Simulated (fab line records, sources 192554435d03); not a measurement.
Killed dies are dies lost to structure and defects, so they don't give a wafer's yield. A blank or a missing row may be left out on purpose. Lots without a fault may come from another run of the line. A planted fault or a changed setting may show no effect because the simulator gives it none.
fab line records | flow n5_finfet
record lots=4 wafers=12 last_day=17
route steps=1938 shown WELL_APT@38 PMOS_HMC_CHANNEL_EPI@57 BEOL_M4@1111 PASSIVATION@1936
lots that met no fault: from a run of the same line without faults
start_h: hours from the record's first day to the start of the lot's first wafer shown | wait_h: hours since the lot's step before | " the same as in the row above | L1.1+2: a row that stands for several wafers | - no value, or no start given | * or withheld: withheld | < > ~ a bound
route shown NAME@n: a module of which the file shows steps, and the number in the route of the first | usual: mean/standard deviation of fault-free wafers | same: alike in all rows | chamber/n: place in a boat | sites: the reading at each site | _std_site: their standard deviation | _edge_site: outer sites' mean less inner sites' | radius_mm: how far each site lies from the wafer's centre | mask NAME#n: copy n | behind: the tool/chamber that last shaped the wafer | hold: why the lot was held/for how many hours/how that ended | device: the transistor (n, p or np) that didn't switch | end of line: the same wafers' tests at the end of the route | a step without rows: its recipe alone | killed: dies lost to structure and defects at the first sort, not the wafer's yield | map: a wafer's dies, x killed, . not, _ none there
set.NAME: the setting as run; set.NAME@STEP: as run at that earlier step | model.NAME: the simulator's own value behind a step, which no gauge read
lots at some steps of the route; a table a step, a row a wafer
## steps
# step N5_WELL_APT_SOFTBAKE_20
# recipe temp_c=130 time_s=60
# step N5_WELL_APT_EXPOSE_22
# recipe mask_id=PWELL na=0.8 source_shape=conventional sigma_outer=0.8 polarization=unpolarized defocus_nm=0 target_cd_nm=200 dose_mj=23.2
# step N5_WELL_APT_PEB_23
# recipe peb_temp_c=130 peb_time_s=90
# step N5_WELL_APT_DEVELOP_24
# recipe develop_time_s=45 rinse_liquid=surfactant_rinse dry=air_spin dev_temp_c=21
# step N5_WELL_APT_HARDBAKE_29
# recipe temp_c=130 time_s=120
# step N5_WELL_APT_DESCUM_30
# recipe chemistry=O2 time_s=7.9 source_power_w=50 bias_power_w=20 pressure_mtorr=20 rf_frequency_hz=2.712e+07 temp_c=40 o2_flow_sccm=225
# step N5_WELL_APT_IMPLANT_31
# recipe species=B energy_kev=60 dose_cm2=1.5e+13 tilt_deg=0 rotation_deg=0
# step N5_WELL_APT_IMPLANT_32
# recipe species=BF2 energy_kev=50 dose_cm2=2e+13 tilt_deg=0 rotation_deg=0
# step N5_WELL_APT_STRIP_33
# recipe chemistry=SPM time_s=900 temp_c=130 h2so4_h2o2_vol_ratio=4 dry=ipa_marangoni
# step N5_WELL_APT_RTA_34
# recipe temp_c=1000 time_s=10 ambient=N2 idle_temp_c=600 ramp_up_c_per_s=150 ramp_down_c_per_s=60 cool_to_c=600
# usual lamp_power_pct=13.01/0.055 lamp_zone_1_pct=12.993/0.026 lamp_zone_2_pct=12.994/0.028 lamp_zone_3_pct=12.997/0.026 lamp_zone_4_pct=12.994/0.028 lamp_zone_5_pct=12.998/0.029 lamp_zone_6_pct=12.919/0.029 lamp_zone_7_pct=13.421/0.029 wafer_temp_C_max=1003.7/1
# columns lot.wafer tool chamber start_h wait_h lamp_power_pct lamp_zone_1_pct lamp_zone_2_pct lamp_zone_3_pct lamp_zone_4_pct lamp_zone_5_pct lamp_zone_6_pct lamp_zone_7_pct wafer_temp_C_max
L415.1 rtp_anneal-02 0 49.28 0.3 12.96 12.976 12.982 13.016 12.950 13.014 12.911 13.413 1003.8
L415.3 " 0 " " 13.07 12.970 13.004 12.982 12.969 13.000 12.884 13.379 1003.0
L415.5 " 0 " " 13.06 12.967 12.977 12.992 12.985 13.000 12.926 13.433 1003.9
L426.1 rtp_anneal-02 0 111.83 0.0 11.69 11.687 11.702 11.679 11.707 11.751 11.661 12.114 1005.9
L426.2 " 0 " " 11.73 11.656 11.697 11.715 11.706 11.732 11.590 12.130 1004.2
L426.4 " 0 " " 11.70 11.684 11.712 11.710 11.647 11.710 11.583 12.100 1003.0
L427.3 rtp_anneal-02 0 118.15 0.3 11.65 11.690 11.722 11.723 11.723 11.673 11.662 12.137 1002.7
L427.4 " 0 " " 11.73 11.706 11.733 11.690 11.774 11.708 11.593 12.040 1003.5
L427.5 " 0 " " 11.72 11.688 11.719 11.753 11.661 11.682 11.660 12.119 1003.6
L432.4 rtp_anneal-01 0 149.06 0.1 12.99 12.997 12.980 12.926 13.024 13.007 12.922 13.427 1004.3
L432.5 " 0 " " 13.02 13.024 13.013 13.042 12.971 12.958 12.885 13.461 1002.5
L432.6 " 0 " " 12.98 12.981 12.993 13.011 13.015 12.966 12.968 13.452 1001.6
# step N5_WELL_APT_OXIDE_STRIP_42
# recipe chemistry=dHF dilution=25:1 time_s=45 temp_c=25 target=SiO2 target_depth_a=120
# step N5_WELL_APT_PRECLEAN_36
# recipe chemistry=O3/DIW time_s=45 temp_c=22 o3_ppm=10
# step N5_WELL_APT_PRECLEAN_39
# recipe chemistry=dHF time_s=60 dilution=150:1 temp_c=25
# step N5_WELL_APT_SRD_37
# recipe dry=ipa_marangoni do_ppb=5 time_s=30 temp_c=23 rinse_liquid=diw
# step N5_WELL_APT_EPI_41
# recipe material=Si target_thk_a=500 temp_c=650 precursor=SiH4/H2 pressure_torr=20 time_s=297.7
# step N5_PMOS_HMC_CHANNEL_EPI_HM_DEP_34
# recipe material=SiO2 target_thk_a=360 temp_c=400 precursor=TEOS/O2 pressure_torr=6.5 rf_w=900 teos_flow_sccm=161.4 gas=O2 flow_sccm=2650 time_s=6.9
# step N5_PMOS_HMC_CHANNEL_EPI_COAT_31
# recipe resist=BARC temp_c=205 time_s=60 spin_rpm=1500 resist_thk_nm=66
# step N5_PMOS_HMC_CHANNEL_EPI_COAT_03
# recipe resist=CAR-ArF-block spin_rpm=1500 resist_thk_nm=205
# step N5_PMOS_HMC_CHANNEL_EPI_EBR_05
# recipe solvent=PGMEA ebr_width_mm=1.5
# step N5_PMOS_HMC_CHANNEL_EPI_SOFTBAKE_04
# recipe temp_c=110 time_s=60 resist=CAR-ArF-block
# step N5_PMOS_HMC_CHANNEL_EPI_EXPOSE_06
# recipe mask_id=PMOS_HMC_BLK na=1.35 source_shape=conventional sigma_outer=0.8 polarization=unpolarized target_cd_nm=240 dose_mj=41
# step N5_PMOS_HMC_CHANNEL_EPI_PEB_07
# recipe peb_temp_c=110 peb_time_s=60 resist=CAR-ArF-block
# step N5_PMOS_HMC_CHANNEL_EPI_DEVELOP_08
# recipe develop_time_s=30 developer=TMAH resist=CAR-ArF-block dev_temp_c=23 rinse_liquid=diw dry=air_spin
# step N5_PMOS_HMC_CHANNEL_EPI_DESCUM_14
# recipe chemistry=O2 time_s=7.9 source_power_w=50 bias_power_w=20 pressure_mtorr=20 rf_frequency_hz=2.712e+07 temp_c=40 resist=CAR-ArF-block o2_flow_sccm=225
# step N5_PMOS_HMC_CHANNEL_EPI_ETCH_32
# recipe chemistry=N2/H2 target=BARC stop_on=SiO2 target_depth_a=858 over_etch_frac=0.3 time_s=50.3 ion_energy_ev=200 mask_material=CAR-ArF-block pressure_mtorr=30 source_w=840 bias_w=150 n2_flow_sccm=200 h2_flow_sccm=200
# step N5_PMOS_HMC_CHANNEL_EPI_HM_OPEN_15
# recipe chemistry=CHF3/O2 target=SiO2 mask_material=CAR-ArF-block target_depth_a=406 CHF3_flow_sccm=50 O2_flow_sccm=5 Ar_flow_sccm=200 time_s=20.3 pressure_mtorr=30 source_w=650 bias_w=170 ion_energy_ev=200
# step N5_PMOS_HMC_CHANNEL_EPI_STRIP_33
# recipe chemistry=N2/H2 power_w=500 temp_c=40 pressure_mtorr=50 rf_frequency_hz=6e+07 overash_fraction=0.3 bias_power_w=8 h2_frac=0.5 n2_flow_sccm=300 h2_flow_sccm=300
# step N5_PMOS_HMC_CHANNEL_EPI_STRIP_17
# recipe chemistry=SPM time_s=750 temp_c=130 h2so4_h2o2_vol_ratio=4 dry=ipa_marangoni
# step N5_PMOS_HMC_CHANNEL_EPI_ETCH_38
# recipe chemistry=CF4 target=SiO2 target_depth_a=15 ion_energy_ev=350 pressure_mtorr=10 icp_w=800 bias_w=400 cf4_flow_sccm=80
# step N5_PMOS_HMC_CHANNEL_EPI_FIN_RECESS_16
# recipe chemistry=HBr/Cl2 target=Si mask_material=SiO2 target_depth_a=540 time_s=18 pressure_mtorr=10 icp_w=800 bias_w=75 HBr_flow_sccm=150 Cl2_flow_sccm=80
# step N5_PMOS_HMC_CHANNEL_EPI_PRECLEAN_36
# recipe chemistry=O3/DIW time_s=45 temp_c=22 o3_ppm=10
# step N5_PMOS_HMC_CHANNEL_EPI_PRECLEAN_18
# recipe chemistry=DHF time_s=30 temp_c=25 dilution=withheld
# step N5_PMOS_HMC_CHANNEL_EPI_SRD_19
# recipe dry=ipa_marangoni do_ppb=5 time_s=30 temp_c=23 rinse_liquid=diw
# step N5_PMOS_HMC_CHANNEL_EPI_EPI_20
# recipe material=SiGe30 mask_material=SiO2 pressure_torr=20 target_thk_a=590 temp_c=600
# step N5_PMOS_HMC_CHANNEL_EPI_HM_STRIP_35
# recipe chemistry=dHF temp_c=25 material=SiO2 target=SiO2 target_depth_a=396 time_s=216
# step N5_BEOL_M4_RC_MEAS_101
# usual DIBL_N=36.0/2.2 DIBL_P=35.9/2.6 IOFF_N=0.16/0.038 IOFF_N_LONG=5.5e-05/2.8e-06 IOFF_P=0.21/0.042 ION_N=675/15 ION_P=463/10 SS_N=71.5/0.62 SS_P=73.2/0.76 VT_N=250/4.1 VT_P=-251/3.6
# columns lot.wafer tool chamber start_h wait_h DIBL_N[mV/V] DIBL_P[mV/V] IOFF_N[nA/um] IOFF_N_LONG[nA/um] IOFF_P[nA/um] ION_N[uA/um] ION_P[uA/um] SS_N[mV/dec] SS_P[mV/dec] VT_N[mV] VT_P[mV]
L415.1 prober-01 0 195.21 0.0 34.6 34.5 0.14 5.88e-05 0.19 683 470 71.3 73.1 249 -251
L415.3 " 0 " " 31.4 31.4 0.11 5.75e-05 0.16 667 461 70.3 72.1 251 -252
L415.5 " 0 " " 35.9 36.8 0.16 5.72e-05 0.20 689 465 71.7 73.3 249 -252
L426.1 prober-01 0 262.09 0.0 34.8 36.9 0.16 6.96e-05 0.23 676 470 70.9 73.9 248 -248
L426.2 " 0 " " 36.0 37.1 0.17 6.84e-05 0.23 679 460 71.4 73.7 244 -248
L426.4 " 0 " " 37.8 40.2 0.24 7.26e-05 0.28 721 483 71.9 74.1 239 -247
L427.3 prober-02 0 267.24 0.3 37.6 39.1 0.19 6.89e-05 0.26 682 470 72.3 73.6 245 -246
L427.4 " 0 " " 40.7 42.4 0.25 6.76e-05 0.32 698 476 72.1 74.5 241 -245
L427.5 " 0 " " 37.0 37.4 0.18 6.93e-05 0.24 659 455 71.6 73.2 247 -249
L432.4 prober-01 0 306.72 0.5 37.9 38.4 0.21 5.76e-05 0.23 669 453 72.2 73.3 249 -252
L432.5 " 0 " " 36.3 37.6 0.18 5.82e-05 0.21 688 463 72.1 73.5 246 -251
L432.6 " 0 " " 37.7 40.2 0.20 5.49e-05 0.26 677 461 72.3 74.5 246 -250
# step N5_PASSIVATION_PROBE_49
# usual defect_limited_yield=91.4/1.6 killed_at_M0_to_M3=35/10 killed_at_M4_up=12/4.7 killed_at_contacts=12/5.8 killed_at_front_end=38/12 killed_at_other=4/3.2 killed_dies=102/18 killed_open=68/14 killed_short=32/8 sort_bin_5_function=5.1/0.96 sort_bin_6_memory=3.2/0.77 sort_n_pass=1078/20 sort_yield_pct=91.3/1.7
# same gross_dies=1180 killed_at_back_side=0 sort_bin_4_leakage[%]=0 sort_bin_8_speed[%]=0
# columns lot.wafer tool chamber start_h wait_h defect_limited_yield[%] killed_at_M0_to_M3 killed_at_M4_up killed_at_contacts killed_at_front_end killed_at_other killed_dies killed_open killed_short sort_bin_5_function[%] sort_bin_6_memory[%] sort_n_pass sort_yield_pct[%]
L426.1 prober-02 - 370.26 0.0 90.6 58 5 18 30 0 111 79 32 6.0 3.0 1069 90.6
L426.2 prober-02 - 370.31 0.1 91.0 30 14 21 35 6 106 77 29 5.2 3.7 1074 91.0
L426.4 prober-02 - 370.41 0.2 91.6 41 7 13 36 2 99 70 29 4.8 3.6 1081 91.6
L427.3 prober-01 - 374.04 0.1 91.6 26 6 20 41 6 99 66 33 4.7 3.5 1081 91.6
L427.4 prober-01 - 374.09 0.2 93.6 26 4 1 33 11 75 44 31 3.1 2.9 1105 93.6
L427.5 prober-01 - 374.14 0.2 90.4 57 16 7 31 2 113 69 44 5.2 4.0 1067 90.4
L432.4 prober-01 - 408.55 0.2 91.9 19 15 12 43 7 96 57 34 4.2 3.3 1084 91.9
L432.5 prober-01 - 408.60 0.2 91.9 35 14 13 30 3 95 59 36 4.8 2.4 1085 91.9
L432.6 prober-01 - 408.65 0.3 93.8 19 17 11 24 2 73 52 21 3.8 2.2 1107 93.8
# killed by level:class
L426.1 BEOL_M3:geometric_particle:open=17 MOL_CONTACT_COAG:geometric_particle:open=12 BEOL_M0_SAQP:geometric_particle:open=12 FIN_SAQP:geometric_particle:short=9 BEOL_M2:geometric_particle:open=9 FIN_SAQP:geometric_particle:open=8 BEOL_M0_SAQP:geometric_particle:short=7 MOL_CONTACT_COAG:geometric_particle:short=6
L426.2 MOL_CONTACT_COAG:geometric_particle:open=17 FIN_SAQP:geometric_particle:open=9 BEOL_M4:geometric_particle:open=9 STI_FIN_REVEAL:geometric_particle:open=7 BEOL_M0_SAQP:geometric_particle:open=7 BEOL_M3:geometric_particle:open=6 FIN_SAQP:geometric_particle:short=5 DUMMY_GATE:geometric_particle:open=4
L426.4 MOL_CONTACT_COAG:geometric_particle:open=13 FIN_SAQP:geometric_particle:open=11 BEOL_M0_SAQP:geometric_particle:open=9 BEOL_M3:geometric_particle:open=8 FIN_SAQP:geometric_particle:short=7 BEOL_M0_SAQP:geometric_particle:short=7 BEOL_M1:geometric_particle:open=7 BEOL_M2:geometric_particle:open=6
L427.3 MOL_CONTACT_COAG:geometric_particle:open=18 STI_FIN_REVEAL:geometric_particle:open=10 BEOL_M0_SAQP:geometric_particle:short=10 FIN_SAQP:geometric_particle:open=9 STI_FIN_REVEAL:geometric_particle:short=6 BEOL_M0_SAQP:geometric_particle:open=6 FIN_SAQP:geometric_particle:short=3 GATE_CUT:geometric_particle:short=3
L427.4 STI_FIN_REVEAL:geometric_particle:open=12 FIN_SAQP:geometric_particle:open=7 BEOL_M0_SAQP:geometric_particle:short=7 FIN_SAQP:geometric_particle:short=5 BEOL_M1:geometric_particle:open=5 PASS1_CAP:geometric_particle:short=5 BEOL_M0_SAQP:geometric_particle:open=4 STI_FIN_REVEAL:geometric_particle:short=3
L427.5 BEOL_M0_SAQP:geometric_particle:open=12 BEOL_M0_SAQP:geometric_particle:short=12 BEOL_M1:geometric_particle:open=11 FIN_SAQP:geometric_particle:open=6 BEOL_M2:geometric_particle:open=6 FIN_SAQP:geometric_particle:short=5 BEOL_M1:geometric_particle:short=5 GATE_CUT:geometric_particle:short=4
L432.4 FIN_SAQP:geometric_particle:short=15 MOL_CONTACT_COAG:geometric_particle:open=9 BEOL_M3:geometric_particle:open=9 FIN_SAQP:geometric_particle:open=8 BEOL_M4:geometric_particle:open=7 BEOL_M5:geometric_particle:open=5 HKMG_FIN:area_etch=5 BEOL_M1:geometric_particle:open=4
L432.5 BEOL_M2:geometric_particle:open=15 MOL_CONTACT_COAG:geometric_particle:open=10 GATE_CUT:geometric_particle:short=6 BEOL_M3:geometric_particle:open=6 BEOL_M4:geometric_particle:open=6 STARTING-WAFER:geometric_particle:short=5 FIN_SAQP:geometric_particle:short=4 BEOL_M1:geometric_particle:open=4
L432.6 MOL_CONTACT_COAG:geometric_particle:open=8 FIN_SAQP:geometric_particle:open=7 BEOL_M4:geometric_particle:open=7 STI_FIN_REVEAL:geometric_particle:open=6 BEOL_M1:geometric_particle:open=6 FIN_SAQP:geometric_particle:short=4 BEOL_M2:geometric_particle:open=4 MOL_CONTACT_COAG:geometric_particle:short=3
## key
first_sign step=N5_WELL_APT_RTA_34 reading=lamp_zone_1_pct direction=down sigmas=49 usual=* struck=*
effect step=N5_WELL_APT_RTA_34 reading=lamp_zone_3_pct direction=down sigmas=49 usual=* struck=*
effect step=N5_BEOL_M4_RC_MEAS_101 reading=IOFF_N_LONG direction=up sigmas=5.2 usual=5.5e-05 struck=6.94e-05
met_at N5_WELL_APT_RTA_34
struck_wafers L426.1,L426.2,L426.4,L427.3,L427.4,L427.5
onset_between 49.28 111.83
fault kind=process_parameter_drift tool=rtp_anneal-02 chamber=- onset_h=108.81 steps=N5_WELL_APT_RTA_34 channel=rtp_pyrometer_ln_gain offset=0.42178 shape=step end_h=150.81
